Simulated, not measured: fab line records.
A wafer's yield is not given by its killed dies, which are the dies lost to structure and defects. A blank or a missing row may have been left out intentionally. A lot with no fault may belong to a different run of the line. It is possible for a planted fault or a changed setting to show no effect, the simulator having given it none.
The tool behind it: which one? / flow nand harc / 15 lots, 43 wafers sampled, at 4 steps of a route of 1302

WHAT EACH GAUGE READ, for each wafer
Not one reading of a measure or inspect step in the record can be checked against a usual standard deviation.

TOOL THAT RAN EACH LOT (tool first, then ch and the chambers of the sampled wafers, then the start)
lot=L107; NHARC_A_CONTACT_ETCH_89=rie diel-04 ch 1,2, day 24 02:06 or earlier; NHARC_A_CONTACT_ETCH_135=har cap etch-03 ch 0,1, day 24 02:06; NHARC_A_CONTACT_ETCH_92=rie diel-13 ch 1,2, day 24 03:44; NHARC_A_CONTACT_ALD_18=ald metal-02 ch 0,1,2, day 24 04:57
lot=L105; NHARC_A_CONTACT_ETCH_89=rie diel-04 ch 2,3, day 24 09:20 or earlier; NHARC_A_CONTACT_ETCH_135=har cap etch-01 ch 0,1, day 24 09:20; NHARC_A_CONTACT_ETCH_92=rie diel-13 ch 0,1,2, day 24 10:55; NHARC_A_CONTACT_ALD_18=ald metal-04 ch 0,1, day 24 12:12
lot=L106; NHARC_A_CONTACT_ETCH_89=rie diel-13 ch 0,1,2, day 24 09:31 or earlier; NHARC_A_CONTACT_ETCH_135=har cap etch-03 ch 0,1, day 24 09:31; NHARC_A_CONTACT_ETCH_92=rie diel-13 ch 1,2, day 24 11:07; NHARC_A_CONTACT_ALD_18=ald metal-03 ch 0,1,2, day 24 12:17
lot=L109; NHARC_A_CONTACT_ETCH_89=rie diel-13 ch 1,2,3, day 24 13:23 or earlier; NHARC_A_CONTACT_ETCH_135=har cap etch-02 ch 0,1, day 24 13:23; NHARC_A_CONTACT_ETCH_92=rie diel-08 ch 0,1, day 24 15:03; NHARC_A_CONTACT_ALD_18=ald metal-04 ch 0,1, day 24 16:17
lot=L108; NHARC_A_CONTACT_ETCH_89=rie diel-08 ch 0,3, day 25 02:37 or earlier; NHARC_A_CONTACT_ETCH_135=har cap etch-01 ch 0,1, day 25 02:37; NHARC_A_CONTACT_ETCH_92=rie diel-04 ch 0,2,3, day 25 04:18; NHARC_A_CONTACT_ALD_18=ald metal-03 ch 1,2,3, day 25 05:31
lot=L112; NHARC_A_CONTACT_ETCH_89=rie diel-13 ch 0,1, day 25 19:37 or earlier; NHARC_A_CONTACT_ETCH_135=har cap etch-01 ch 0,1, day 25 19:37; NHARC_A_CONTACT_ETCH_92=rie diel-13 ch 1,2, day 25 21:44; NHARC_A_CONTACT_ALD_18=ald metal-02 ch 0,1,2, day 25 22:56
lot=L111; NHARC_A_CONTACT_ETCH_89=rie diel-13 ch 1,2, day 26 00:21 or earlier; NHARC_A_CONTACT_ETCH_135=har cap etch-01 ch 0,1, day 26 00:21; NHARC_A_CONTACT_ETCH_92=rie diel-08 ch 0,1,3, day 26 02:28; NHARC_A_CONTACT_ALD_18=ald metal-03 ch 2,3, day 26 03:48
lot=L113; NHARC_A_CONTACT_ETCH_89=rie diel-13 ch 0,3, day 26 17:59 or earlier; NHARC_A_CONTACT_ETCH_135=har cap etch-02 ch 0,1, day 26 17:59; NHARC_A_CONTACT_ETCH_92=rie diel-08 ch 0,2,3, day 26 19:37; NHARC_A_CONTACT_ALD_18=ald metal-03 ch 1,2,3, day 26 20:56
lot=L115; NHARC_A_CONTACT_ETCH_89=rie diel-13 ch 0,2, day 27 08:43 or earlier; NHARC_A_CONTACT_ETCH_135=har cap etch-03 ch 0,1, day 27 08:43; NHARC_A_CONTACT_ETCH_92=rie diel-08 ch 1,3, day 27 10:18; NHARC_A_CONTACT_ALD_18=ald metal-04 ch 0,2, day 27 11:31
lot=L117; NHARC_A_CONTACT_ETCH_89=rie diel-13 ch 0,3, day 28 12:52 or earlier; NHARC_A_CONTACT_ETCH_135=har cap etch-03 ch 0,1, day 28 12:52; NHARC_A_CONTACT_ETCH_92=rie diel-13 ch 0,2, day 28 14:31; NHARC_A_CONTACT_ALD_18=ald metal-04 ch 0,2, day 28 15:40
lot=L119; NHARC_A_CONTACT_ETCH_89=rie diel-13 ch 0,2,3, day 28 18:02 or earlier; NHARC_A_CONTACT_ETCH_135=har cap etch-02 ch 0,1, day 28 18:02; NHARC_A_CONTACT_ETCH_92=rie diel-13 ch 0,1,3, day 28 19:40; NHARC_A_CONTACT_ALD_18=ald metal-04 ch 0,2,3, day 28 20:52
lot=L123; NHARC_A_CONTACT_ETCH_89=rie diel-04 ch 0,3, day 30 06:12 or earlier; NHARC_A_CONTACT_ETCH_135=har cap etch-01 ch 0,1, day 30 06:12; NHARC_A_CONTACT_ETCH_92=rie diel-08 ch 1,2,3, day 30 07:53; NHARC_A_CONTACT_ALD_18=ald metal-03 ch 0,2, day 30 09:43
lot=L122; NHARC_A_CONTACT_ETCH_89=rie diel-04 ch 0,3, day 30 12:35 or earlier; NHARC_A_CONTACT_ETCH_135=har cap etch-01 ch 0,1, day 30 12:35; NHARC_A_CONTACT_ETCH_92=rie diel-13 ch 0,2,3, day 30 14:11; NHARC_A_CONTACT_ALD_18=ald metal-02 ch 1,2,3, day 30 15:21
lot=L125; NHARC_A_CONTACT_ETCH_89=rie diel-04 ch 0,1,2, day 31 05:46 or earlier; NHARC_A_CONTACT_ETCH_135=har cap etch-03 ch 0,1, day 31 05:46; NHARC_A_CONTACT_ETCH_92=rie diel-13 ch 0,2,3, day 31 07:26; NHARC_A_CONTACT_ALD_18=ald metal-04 ch 1,2,3, day 31 08:37
lot=L126; NHARC_A_CONTACT_ETCH_89=rie diel-13 ch 0,1,2, day 32 05:45 or earlier; NHARC_A_CONTACT_ETCH_135=har cap etch-03 ch 0,1, day 32 05:45; NHARC_A_CONTACT_ETCH_92=rie diel-13 ch 0,1,2, day 32 07:23; NHARC_A_CONTACT_ALD_18=ald metal-04 ch 0,1,3, day 32 08:38
- NHARC_A_CONTACT_ETCH_89: etches the open film in N2/H2, target depth 260 nm, time 475.3 s.
- NHARC_A_CONTACT_ETCH_135: etches the open film in C4F8/O2/Ar, time 311 s, target depth 1912 nm.
- NHARC_A_CONTACT_ETCH_92: etches the open film in CH3F/O2, target depth 40 nm, time 85.7 s.
- NHARC_A_CONTACT_ALD_18: deposits TiN, target thk 3 nm, pulse time 1 s, ald cycles 150.

AS READ BY THE TOOLS THEMSELVES (means over the sampled wafers that have a number; for cases with no such wafer, the mark the record gives instead)
NHARC_A_CONTACT_ETCH_89. Usual: bias w 150.1 W, standard deviation 0.46; drypump motor current A 5.8 A, standard deviation 0.37; oes product au 1.002 a.u., standard deviation 0.01; rf vpp V 429.7 V, standard deviation 3; showerhead plenum p Torr 2.01 Torr, standard deviation 0.1; throttle valve pct 14.170 %, standard deviation 0.0087.
lot=L107; tool=rie diel-04; bias w (W)=150.4; drypump motor current A (A)=5.7; oes product au (a.u.)=1.014; rf vpp V (V)=427.8; showerhead plenum p Torr (Torr)=1.96; throttle valve pct (%)=14.181; flag=
lot=L105; tool=rie diel-04; bias w (W)=149.7; drypump motor current A (A)=5.9; oes product au (a.u.)=1.010; rf vpp V (V)=429.0; showerhead plenum p Torr (Torr)=1.99; throttle valve pct (%)=14.176; flag=
lot=L106; tool=rie diel-13; bias w (W)=150.3; drypump motor current A (A)=6.0; oes product au (a.u.)=1.006; rf vpp V (V)=430.0; showerhead plenum p Torr (Torr)=2.02; throttle valve pct (%)=14.175; flag=
lot=L109; tool=rie diel-13; bias w (W)=150.4; drypump motor current A (A)=6.1; oes product au (a.u.)=1.001; rf vpp V (V)=427.8; showerhead plenum p Torr (Torr)=1.96; throttle valve pct (%)=14.169; flag=
lot=L108; tool=rie diel-08; bias w (W)=150.2; drypump motor current A (A)=5.5; oes product au (a.u.)=0.992; rf vpp V (V)=426.2; showerhead plenum p Torr (Torr)=1.92; throttle valve pct (%)=14.164; flag=
lot=L112; tool=rie diel-13; bias w (W)=150.3; drypump motor current A (A)=5.9; oes product au (a.u.)=0.998; rf vpp V (V)=430.3; showerhead plenum p Torr (Torr)=2.02; throttle valve pct (%)=14.166; flag=
lot=L111; tool=rie diel-13; bias w (W)=150.4; drypump motor current A (A)=6.3; oes product au (a.u.)=0.996; rf vpp V (V)=426.7; showerhead plenum p Torr (Torr)=1.92; throttle valve pct (%)=14.167; flag=
lot=L113; tool=rie diel-13; bias w (W)=149.5; drypump motor current A (A)=5.7; oes product au (a.u.)=0.989; rf vpp V (V)=432.4; showerhead plenum p Torr (Torr)=2.08; throttle valve pct (%)=14.166; flag=
lot=L115; tool=rie diel-13; bias w (W)=150.2; drypump motor current A (A)=5.8; oes product au (a.u.)=0.990; rf vpp V (V)=430.1; showerhead plenum p Torr (Torr)=2.06; throttle valve pct (%)=14.172; flag=
lot=L117; tool=rie diel-13; bias w (W)=150.1; drypump motor current A (A)=5.6; oes product au (a.u.)=0.998; rf vpp V (V)=433.5; showerhead plenum p Torr (Torr)=2.11; throttle valve pct (%)=14.166; flag=
lot=L119; tool=rie diel-13; bias w (W)=149.6; drypump motor current A (A)=5.8; oes product au (a.u.)=0.997; rf vpp V (V)=431.8; showerhead plenum p Torr (Torr)=2.04; throttle valve pct (%)=14.156; flag=
lot=L123; tool=rie diel-04; bias w (W)=149.6; drypump motor current A (A)=5.3; oes product au (a.u.)=1.013; rf vpp V (V)=432.7; showerhead plenum p Torr (Torr)=2.10; throttle valve pct (%)=14.175; flag=
lot=L122; tool=rie diel-04; bias w (W)=150.0; drypump motor current A (A)=5.2; oes product au (a.u.)=1.012; rf vpp V (V)=432.0; showerhead plenum p Torr (Torr)=2.10; throttle valve pct (%)=14.172; flag=
lot=L125; tool=rie diel-04; bias w (W)=150.5; drypump motor current A (A)=5.6; oes product au (a.u.)=1.007; rf vpp V (V)=428.9; showerhead plenum p Torr (Torr)=2.01; throttle valve pct (%)=14.170; flag=
lot=L126; tool=rie diel-13; bias w (W)=150.1; drypump motor current A (A)=6.0; oes product au (a.u.)=0.994; rf vpp V (V)=430.1; showerhead plenum p Torr (Torr)=2.01; throttle valve pct (%)=14.164; flag=

NHARC_A_CONTACT_ETCH_92. Usual: bias w 100.0 W, standard deviation 0.32; drypump motor current A 5.8 A, standard deviation 0.37; oes product au 0.935 a.u., standard deviation 0.026; rf vpp V 243.8 V, standard deviation 1.8; showerhead plenum p Torr 2.41 Torr, standard deviation 0.12; throttle valve pct 20.663 %, standard deviation 0.0088.
lot=L107; tool=rie diel-13; bias w (W)=99.9; drypump motor current A (A)=6.2; oes product au (a.u.)=0.927; rf vpp V (V)=243.2; showerhead plenum p Torr (Torr)=2.33; throttle valve pct (%)=20.660; flag=
lot=L105; tool=rie diel-13; bias w (W)=100.1; drypump motor current A (A)=6.0; oes product au (a.u.)=0.923; rf vpp V (V)=243.4; showerhead plenum p Torr (Torr)=2.44; throttle valve pct (%)=20.662; flag=
lot=L106; tool=rie diel-13; bias w (W)=100.3; drypump motor current A (A)=6.2; oes product au (a.u.)=0.929; rf vpp V (V)=242.2; showerhead plenum p Torr (Torr)=2.33; throttle valve pct (%)=20.670; flag=
lot=L109; tool=rie diel-08; bias w (W)=100.3; drypump motor current A (A)=5.4; oes product au (a.u.)=1.005; rf vpp V (V)=242.3; showerhead plenum p Torr (Torr)=2.34; throttle valve pct (%)=20.669; flag=
lot=L108; tool=rie diel-04; bias w (W)=99.8; drypump motor current A (A)=5.5; oes product au (a.u.)=0.940; rf vpp V (V)=244.2; showerhead plenum p Torr (Torr)=2.47; throttle valve pct (%)=20.659; flag=
lot=L112; tool=rie diel-13; bias w (W)=99.5; drypump motor current A (A)=6.3; oes product au (a.u.)=0.917; rf vpp V (V)=241.7; showerhead plenum p Torr (Torr)=2.32; throttle valve pct (%)=20.666; flag=
lot=L111; tool=rie diel-08; bias w (W)=99.9; drypump motor current A (A)=5.6; oes product au (a.u.)=0.916; rf vpp V (V)=243.0; showerhead plenum p Torr (Torr)=2.37; throttle valve pct (%)=20.667; flag=
lot=L113; tool=rie diel-08; bias w (W)=99.9; drypump motor current A (A)=5.7; oes product au (a.u.)=0.923; rf vpp V (V)=243.2; showerhead plenum p Torr (Torr)=2.35; throttle valve pct (%)=20.660; flag=
lot=L115; tool=rie diel-08; bias w (W)=99.9; drypump motor current A (A)=5.8; oes product au (a.u.)=0.923; rf vpp V (V)=243.1; showerhead plenum p Torr (Torr)=2.41; throttle valve pct (%)=20.668; flag=
lot=L117; tool=rie diel-13; bias w (W)=100.3; drypump motor current A (A)=5.8; oes product au (a.u.)=0.914; rf vpp V (V)=244.6; showerhead plenum p Torr (Torr)=2.48; throttle valve pct (%)=20.651; flag=
lot=L119; tool=rie diel-13; bias w (W)=100.0; drypump motor current A (A)=5.8; oes product au (a.u.)=0.924; rf vpp V (V)=245.6; showerhead plenum p Torr (Torr)=2.47; throttle valve pct (%)=20.668; flag=
lot=L123; tool=rie diel-08; bias w (W)=100.1; drypump motor current A (A)=5.8; oes product au (a.u.)=0.924; rf vpp V (V)=243.7; showerhead plenum p Torr (Torr)=2.39; throttle valve pct (%)=20.665; flag=
lot=L122; tool=rie diel-13; bias w (W)=99.8; drypump motor current A (A)=5.8; oes product au (a.u.)=0.995; rf vpp V (V)=244.4; showerhead plenum p Torr (Torr)=2.46; throttle valve pct (%)=20.669; flag=
lot=L125; tool=rie diel-13; bias w (W)=100.2; drypump motor current A (A)=5.8; oes product au (a.u.)=0.921; rf vpp V (V)=244.3; showerhead plenum p Torr (Torr)=2.46; throttle valve pct (%)=20.658; flag=
lot=L126; tool=rie diel-13; bias w (W)=100.0; drypump motor current A (A)=6.0; oes product au (a.u.)=0.934; rf vpp V (V)=244.0; showerhead plenum p Torr (Torr)=2.42; throttle valve pct (%)=20.662; flag=

NHARC_A_CONTACT_ALD_18. Usual: heater power w 1138 W, standard deviation 110; precursor pulse height rel 1.004, standard deviation 0.019; susceptor temp C 450.00 C, standard deviation 0.22.
lot=L107; tool=ald metal-02; heater power w (W)=1121; precursor pulse height rel=1.008; susceptor temp C (C)=449.97; flag=
lot=L105; tool=ald metal-04; heater power w (W)=1144; precursor pulse height rel=0.992; susceptor temp C (C)=449.92; flag=
lot=L106; tool=ald metal-03; heater power w (W)=1176; precursor pulse height rel=1.012; susceptor temp C (C)=449.91; flag=
lot=L109; tool=ald metal-04; heater power w (W)=1169; precursor pulse height rel=1.018; susceptor temp C (C)=450.05; flag=
lot=L108; tool=ald metal-03; heater power w (W)=1174; precursor pulse height rel=1.019; susceptor temp C (C)=449.93; flag=
lot=L112; tool=ald metal-02; heater power w (W)=1129; precursor pulse height rel=0.994; susceptor temp C (C)=450.07; flag=
lot=L111; tool=ald metal-03; heater power w (W)=1078; precursor pulse height rel=1.001; susceptor temp C (C)=449.97; flag=
lot=L113; tool=ald metal-03; heater power w (W)=1167; precursor pulse height rel=1.008; susceptor temp C (C)=449.86; flag=
lot=L115; tool=ald metal-04; heater power w (W)=1230; precursor pulse height rel=0.986; susceptor temp C (C)=450.07; flag=
lot=L117; tool=ald metal-04; heater power w (W)=1201; precursor pulse height rel=1.025; susceptor temp C (C)=450.10; flag=
lot=L119; tool=ald metal-04; heater power w (W)=1157; precursor pulse height rel=0.994; susceptor temp C (C)=449.93; flag=
lot=L123; tool=ald metal-03; heater power w (W)=1017; precursor pulse height rel=1.010; susceptor temp C (C)=449.96; flag=
lot=L122; tool=ald metal-02; heater power w (W)=1142; precursor pulse height rel=0.989; susceptor temp C (C)=450.29; flag=
lot=L125; tool=ald metal-04; heater power w (W)=1109; precursor pulse height rel=0.992; susceptor temp C (C)=449.71; flag=
lot=L126; tool=ald metal-04; heater power w (W)=1154; precursor pulse height rel=1.011; susceptor temp C (C)=449.86; flag=

THE ANSWER, worked out from the rows above alone
Rule: lot off if the mean of its wafers having a number is beyond 3 standard deviations from the usual mean. Also off: a lot with no number at a reading for which 4 or more lots have one. Where the step has rows for the other lots, those lots are counted as sound. First the gauges in route order, then the tools' own readings, where a lot's mean is used as printed above. The first step at which some lot is off is used, and at that step the reading that is off furthest; a lot without a number counts as furthest.
None of the lots is off at any reading shown; this tells nothing.

WHAT WAS PUT IN BY THE SIMULATOR
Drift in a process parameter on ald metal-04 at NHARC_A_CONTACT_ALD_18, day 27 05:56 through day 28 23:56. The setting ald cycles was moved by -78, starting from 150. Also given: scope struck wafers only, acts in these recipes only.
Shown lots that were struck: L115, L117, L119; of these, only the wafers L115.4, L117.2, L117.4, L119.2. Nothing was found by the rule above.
